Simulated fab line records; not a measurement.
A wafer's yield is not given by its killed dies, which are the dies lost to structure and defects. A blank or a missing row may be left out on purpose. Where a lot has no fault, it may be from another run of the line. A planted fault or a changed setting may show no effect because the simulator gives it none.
Matching of chambers | flow n5 finfet | N5_BEOL_M3_ETCH_77 on rie diel-01: 4 sister chambers
The step etches underlayer in N2/H2, target depth 6.5 nm, time 5.2 s. 16 wafers are shown with their chamber, then 8 later ones without.

## WAFERS WITH THEIR CHAMBER
wafer  | chamber | throttle valve pct (%) | drypump motor current A (A) | showerhead plenum p Torr (Torr)
L074.2 | 1       | 17.48                  | 5.9                         | 2.46
L074.3 | 0       | 17.61                  | 6.1                         | 2.49
L074.4 | 3       | 17.87                  | 6.7                         | 2.55
L075.3 | 0       | 17.61                  | 6.1                         | 2.49
L075.4 | 3       | 17.89                  | 6.7                         | 2.55
L075.5 | 3       | 17.91                  | 6.6                         | 2.55
L079.1 | 1       | 17.49                  | 5.9                         | 2.46
L079.2 | 0       | 17.61                  | 6.1                         | 2.49
L079.6 | 0       | 17.60                  | 6.1                         | 2.49
L087.1 | 1       | 17.55                  | 5.8                         | 2.45
L087.3 | 3       | 17.93                  | 6.7                         | 2.54
L087.4 | 2       | 18.01                  | 6.1                         | 2.50
L093.1 | 3       | 17.95                  | 6.7                         | 2.54
L093.2 | 2       | 18.03                  | 6.0                         | 2.49
L093.4 | 0       | 17.65                  | 6.1                         | 2.48
L094.1 | 2       | 18.05                  | 6.1                         | 2.49

SIGNATURES (averages over the wafers above)
reading                  | chamber 0 | chamber 1 | chamber 2 | chamber 3 | scatter within a chamber
throttle valve pct       | 17.6160   | 17.5067   | 18.0300   | 17.9100   | 0.0277
drypump motor current A  | 6.100     | 5.867     | 6.067     | 6.680     | 0.0422
showerhead plenum p Torr | 2.4880    | 2.4567    | 2.4933    | 2.5460    | 0.00527
Rule: for each reading, subtract the chamber's mean from the wafer's reading, divide by that reading's scatter and square the result; add these up over the readings and take the root, which gives the wafer's distance from the chamber. The wafer belongs to the nearest chamber; if the next one is less than 2 further off, it can't be placed. The scatter: take each reading less its chamber's mean, square it, sum over the shown wafers, divide by the number of wafers less the number of chambers, and take the root.

## WAFERS WITH NO CHAMBER GIVEN
wafer  | throttle valve pct (%) | drypump motor current A (A) | showerhead plenum p Torr (Torr)
L094.2 | 17.67                  | 6.1                         | 2.47
L094.4 | 17.95                  | 6.7                         | 2.53
L095.2 | 18.07                  | 6.1                         | 2.49
L095.3 | 17.53                  | 5.9                         | 2.45
L095.4 | 17.67                  | 6.1                         | 2.47
L096.3 | 17.69                  | 6.1                         | 2.47
L096.5 | 17.94                  | 6.6                         | 2.53
L096.6 | 17.69                  | 6.1                         | 2.47

## EACH ONE'S CHAMBER
wafer  | from the rows above | in truth
L094.2 | 0                   | 0
L094.4 | 3                   | 3
L095.2 | 2                   | 2
L095.3 | 1                   | 1
L095.4 | 0                   | 0
L096.3 | 0                   | 0
L096.5 | 3                   | 3
L096.6 | 0                   | 0
8 of 8 placed correctly. From these rows, 0 cannot be placed. Number placed wrongly: 0.
